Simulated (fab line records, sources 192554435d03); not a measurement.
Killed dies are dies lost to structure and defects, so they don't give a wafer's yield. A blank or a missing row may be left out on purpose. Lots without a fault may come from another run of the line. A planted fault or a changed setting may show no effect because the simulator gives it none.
Split-lot experiment | flow n5_finfet | 7 lots, 21 wafers read, on a route of 1938 steps

THE SPLIT
At N5_BEOL_M1_ILD_DEP_00 (deposits SiOC from DEMS/O2, target thk 79 nm, time 15.3 s), the setting time_s was moved away from the recipe's 15.3 s on 5 of the 21 wafers read, by -10.8% to +13.9%. The other wafers ran this setting at the recipe's value.

The file shows no step between the split and the reading.

THE READING
M1_ILD_THK, in nm, at N5_BEOL_M1_THK_MEAS_01. Fault-free wafers of this fab line usually give 79.0 nm, standard deviation 1.2 nm.

wafer  | tool, chamber at the split | time_s as run, s | against the recipe | M1_ILD_THK, nm | against lot-mates on the recipe
L079.1 | pecvd-02, 2                | 13.84            | -9.5%              | 69.7           | -10.9
L079.5 | pecvd-02, 1                | 15.3             | recipe             | 80.9           | -
L079.6 | pecvd-02, 0                | 15.3             | recipe             | 80.3           | -
L081.1 | pecvd-03, 1                | 15.3             | recipe             | 77.4           | -
L081.2 | pecvd-03, 0                | 15.3             | recipe             | 78.3           | -
L081.5 | pecvd-03, 0                | 15.3             | recipe             | 79.6           | -
L084.1 | pecvd-02, 0                | 15.3             | recipe             | 77.8           | -
L084.2 | pecvd-02, 1                | 13.67            | -10.7%             | 70.9           | -7.2
L084.4 | pecvd-02, 2                | 15.3             | recipe             | 78.4           | -
L087.2 | pecvd-03, 2                | 15.3             | recipe             | 77.4           | -
L087.3 | pecvd-03, 1                | 15.3             | recipe             | 76.3           | -
L087.4 | pecvd-03, 1                | 13.64            | -10.8%             | 68.7           | -8.1
L091.2 | pecvd-03, 0,1              | 15.3             | recipe             | 78.2           | -
L091.3 | pecvd-03, 0,1              | 15.3             | recipe             | 78.2           | -
L091.5 | pecvd-03, 1                | 17.43            | +13.9%             | 89.8           | +11.6
L093.2 | pecvd-02, 0                | 15.3             | recipe             | 78.0           | -
L093.4 | pecvd-02, 2                | 15.3             | recipe             | 79.8           | -
L093.6 | pecvd-02, 0                | 15.3             | recipe             | 80.3           | -
L096.1 | pecvd-03, 0                | 16.05            | +4.9%              | 81.6           | +2.9
L096.2 | pecvd-03, 1                | 15.3             | recipe             | 77.5           | -
L096.5 | pecvd-03, 0                | 15.3             | recipe             | 79.8           | -
Where a row lists several chambers, the file gives one row for several wafers and doesn't say which wafer went through which chamber.

THE FIT
A straight line over all 21 wafers: M1_ILD_THK changes by +0.822 nm for each +1% of time_s; r = +0.96; the points scatter about the line by 1.3 nm.
The same after taking each lot's own level away (the mean of its wafers on the recipe; 21 wafers): +0.822 nm for each +1%; r = +0.97; scatter 1.1 nm.
On that fit, the largest move of time_s shifts the reading by 11 nm.
The lots' own levels span 76.85 to 80.60 nm, that is 3.1 times the standard deviation above.
So the lot-to-lot level changes the slope little: the two slopes agree.
Check: with one of the wafers moved furthest among these (+13.9%) left out of the fit, the line predicts +11.2 nm for it against its lot-mates. It came out at +11.6 nm against them.

OTHER SPLITS ON THESE WAFERS
These wafers also went through other splits before the reading. Each is held against what the fit with the lots' levels taken away leaves over:
other split on the same wafers        | wafers away from the commonest value | r with M1_ILD_THK (lot level and that fit taken away)
N5_MOL_CONTACT_COAG_EXPOSE_37 dose_mj | 7                                    | -0.39
N5_BEOL_M0_SAQP_COAT_105 spin_rpm     | 8                                    | -0.22
N5_BEOL_M0_SAQP_ETCH_107 bias_w       | 8                                    | +0.04

THE WHOLE CHAIN: every reading that the file lists as answering this split, in the file's order
step                   | what it does                                              | reading                                                                            | change (the file's fit)               | r (the file's)
N5_BEOL_M1_ILD_DEP_00  | deposits SiOC from DEMS/O2, target thk 79 nm, time 15.3 s | SiOC_of_BEOL_M1_ILD_DEP_00.thk_nm (the simulator's own value, which no gauge read) | +0.818 nm for each +1% of the setting | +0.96
N5_BEOL_M1_THK_MEAS_01 |                                                           | M1_ILD_THK                                                                         | +0.822 for each +1% of the setting    | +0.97

THE FILE'S OWN FIT
M1_ILD_THK changes by +0.822 nm for each +1% of time_s, r = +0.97.
